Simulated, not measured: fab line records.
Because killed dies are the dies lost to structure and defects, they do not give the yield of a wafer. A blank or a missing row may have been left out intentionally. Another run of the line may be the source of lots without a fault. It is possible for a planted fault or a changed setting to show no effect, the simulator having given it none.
Matching of chambers + flow n5-finfet + 4 sister chambers for N5_SD_EPI_P_ETCH_16 on rie-diel-05
The step etches SiO2 in CHF3/O2, target depth 5 nm. 16 wafers are shown with their chamber, then 8 later ones without.

WAFERS, EACH WITH ITS CHAMBER
| wafer  | chamber | drypump-motor-current-A (A) | throttle-valve-pct (%) | rf-vpp-V (V) |
|--------|---------|-----------------------------|------------------------|--------------|
| L611.3 | 0       | 5.4                         | 19.00                  | 529          |
| L611.5 | 3       | 5.6                         | 19.34                  | 533          |
| L611.6 | 2       | 5.5                         | 18.82                  | 519          |
| L616.1 | 0       | 5.4                         | 19.01                  | 528          |
| L616.2 | 1       | 6.7                         | 19.10                  | 531          |
| L616.5 | 3       | 5.6                         | 19.35                  | 533          |
| L622.1 | 1       | 6.7                         | 19.11                  | 531          |
| L622.3 | 2       | 5.5                         | 18.86                  | 519          |
| L622.4 | 3       | 5.6                         | 19.38                  | 531          |
| L624.1 | 1       | 6.6                         | 19.12                  | 532          |
| L624.2 | 0       | 5.4                         | 19.01                  | 528          |
| L624.3 | 2       | 5.5                         | 18.85                  | 518          |
| L627.1 | 0       | 5.4                         | 19.04                  | 528          |
| L627.4 | 1       | 6.7                         | 19.14                  | 532          |
| L627.5 | 2       | 5.5                         | 18.87                  | 520          |
| L630.1 | 1       | 6.7                         | 19.13                  | 532          |

SIGNATURES (means of the wafers above)
| reading                 | chamber 0 | chamber 1 | chamber 2 | chamber 3 | scatter within a chamber |
|-------------------------|-----------|-----------|-----------|-----------|--------------------------|
| drypump-motor-current-A | 5.400     | 6.680     | 5.500     | 5.600     | 0.0258                   |
| throttle-valve-pct      | 19.0150   | 19.1200   | 18.8500   | 19.3567   | 0.0186                   |
| rf-vpp-V                | 528.25    | 531.60    | 519.00    | 532.33    | 0.743                    |
Rule: a wafer lies at a distance from a chamber equal to the root of the sum of squares, over the readings, of (its reading less the chamber's mean, divided by the reading's scatter). If the next closest chamber is less than 2 further off than the closest, the wafer can't be placed; otherwise it belongs to the closest. How the scatter is found: for the shown wafers, subtract from each reading the mean of its chamber, square and add these, divide the total by (wafers less chambers), then take the root.

WAFERS WHOSE CHAMBER IS MISSING
| wafer  | drypump-motor-current-A (A) | throttle-valve-pct (%) | rf-vpp-V (V) |
|--------|-----------------------------|------------------------|--------------|
| L630.5 | 5.6                         | 19.41                  | 532          |
| L630.6 | 5.4                         | 19.03                  | 528          |
| L632.1 | 6.7                         | 19.13                  | 531          |
| L632.3 | 5.4                         | 19.03                  | 529          |
| L632.5 | 5.4                         | 19.04                  | 527          |
| L633.2 | 6.7                         | 19.13                  | 532          |
| L633.4 | 5.4                         | 19.06                  | 528          |
| L633.6 | 5.6                         | 19.40                  | 530          |

EACH ONE'S CHAMBER
| wafer  | from the rows above | in truth |
|--------|---------------------|----------|
| L630.5 | 3                   | 3        |
| L630.6 | 0                   | 0        |
| L632.1 | 1                   | 1        |
| L632.3 | 0                   | 0        |
| L632.5 | 0                   | 0        |
| L633.2 | 1                   | 1        |
| L633.4 | 0                   | 0        |
| L633.6 | 3                   | 3        |
8 of 8 placed correctly. Number that these rows cannot place: 0. 0 placed wrongly.
